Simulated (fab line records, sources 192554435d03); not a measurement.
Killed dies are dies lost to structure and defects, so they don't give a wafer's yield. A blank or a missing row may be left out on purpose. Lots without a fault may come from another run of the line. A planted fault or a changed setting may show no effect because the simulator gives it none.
A struck lot beside a sound one | flow n5_finfet | 13 steps out of a route of 1938
Sound: wafers L203.1, L203.2, L203.6. Struck: wafer L207.1. (L207.2, L207.6 of the same lot were not struck and are left out.) The cause comes at the end.
At each step with rows: each side's tool, then ch and its chambers, then its first start. Under that, the readings that differ: sound wafers | struck wafers | difference of the means | sigmas: that difference in standard deviations of wafers without a fault.
alike: readings whose means differ by less than 2 such deviations, and words and numbers that are the same on both sides. not compared: withheld readings, readings that some wafer has no value for, bounds like >300 that may hide the same value, and numbers for which the record gives no deviation and whose values overlap.
The two part at a step that has a row with sigmas, a row that says differs or no value, or rows on one side only. Numbers that don't overlap but have no deviation are shown without sigmas and don't part them. A reading that every wafer of one side lacks parts them only if that side has two wafers or more.

N5_MOL_CONTACT_COAG_SPUTTER_143: material Co, target thk 2.5 nm.
  sound on pvd_sputter-01, day 5 11:17; struck on pvd_sputter-01, day 6 08:19
  alike: susceptor_temp_C, throttle_valve_pct
N5_MOL_CONTACT_COAG_CO_FILL_22: material Co, precursor CCTBA/H2, target thk 20 nm.
  sound on cvd_co-02 ch 0,1, day 5 11:28; struck on cvd_co-02 ch 2, day 6 08:26
  alike: heater_power_w, susceptor_temp_C
N5_MOL_CONTACT_COAG_ANNEAL_113: time 300 s.
  sound on rtp_anneal-02 ch 0, day 5 12:23; struck on rtp_anneal-02 ch 0, day 6 09:20
  alike: anneal_temp_c_max, lamp_power_pct, wafer_temp_C_max
then, 4 steps without rows for these wafers: N5_MOL_CONTACT_COAG_PRE_CLEAN_142 (time 60 s); N5_MOL_CONTACT_COAG_SPUTTER_130 (material Co, target thk 47.5 nm); N5_MOL_CONTACT_COAG_PRECLEAN_125 (cleans in DIW, time 57.5 s); N5_MOL_CONTACT_COAG_SRD_126 (dry time 32 s).
N5_MOL_CONTACT_COAG_CMP_23: polishes, stops on SiO2, t overpolish 1.5 s, target thk 0 nm.
  sound on cmp-03 ch 1,2,3, day 5 14:03; struck on cmp-03 ch 2, day 6 10:38
  alike: motor_current_A, overpolish_run_s, platen_rpm, time_to_endpoint_s
then, 2 steps without rows for these wafers: N5_MOL_CONTACT_COAG_WET_ETCH_26 (target Co, target depth 13 nm); N5_MOL_CONTACT_COAG_WET_ETCH_116 (etches the open film in SC1-inhibited, target depth 4.6 nm, rinse time 30 s).
N5_MOL_CONTACT_COAG_ALD_27: deposits SiOC, target thk 17 nm, pulse time 1.5 s, time 2720 s.
  sound on ald_sin-01 ch 1,3, day 5 14:52; struck on ald_sin-03 ch 1, day 6 13:06
  reading                                           | sound                | struck | difference | sigmas
  ald_cycles                                        | 340 340 340          | 530    | +190       |
  run_length_s (s)                                  | 2768.9 2769.3 2768.7 | 4290.1 | +1521.1    | +99 or more
  time_s (s)                                        | 2720 2720 2720       | 4240   | +1520      |
  model.SiOC_of_MOL_CONTACT_COAG_ALD_27.thk_nm (nm) | 17.2 17.2 17.2       | 26.4   | +9.2       |
  alike: heater_power_w, precursor_pulse_height_rel, susceptor_temp_C
N5_MOL_CONTACT_COAG_CMP_28: polishes, stops on SiNx, t overpolish 0.85 s, target thk 14.522 nm.
  sound on cmp-04 ch 2,3, day 5 16:26; struck on cmp-03 ch 3, day 6 14:42
  alike: motor_current_A, platen_rpm
then, 1 step without rows for these wafers: N5_PASSIVATION_PROBE_49.

WHERE THEY PART
Only at N5_MOL_CONTACT_COAG_ALD_27, within this record. Later steps at which nothing parts them and some readings are alike: N5_MOL_CONTACT_COAG_CMP_28.

WHY: what the simulator had put in
Process parameter drift: ald_sin-03, from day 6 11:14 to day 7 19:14, at N5_MOL_CONTACT_COAG_ALD_27. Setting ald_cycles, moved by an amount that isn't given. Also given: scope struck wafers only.
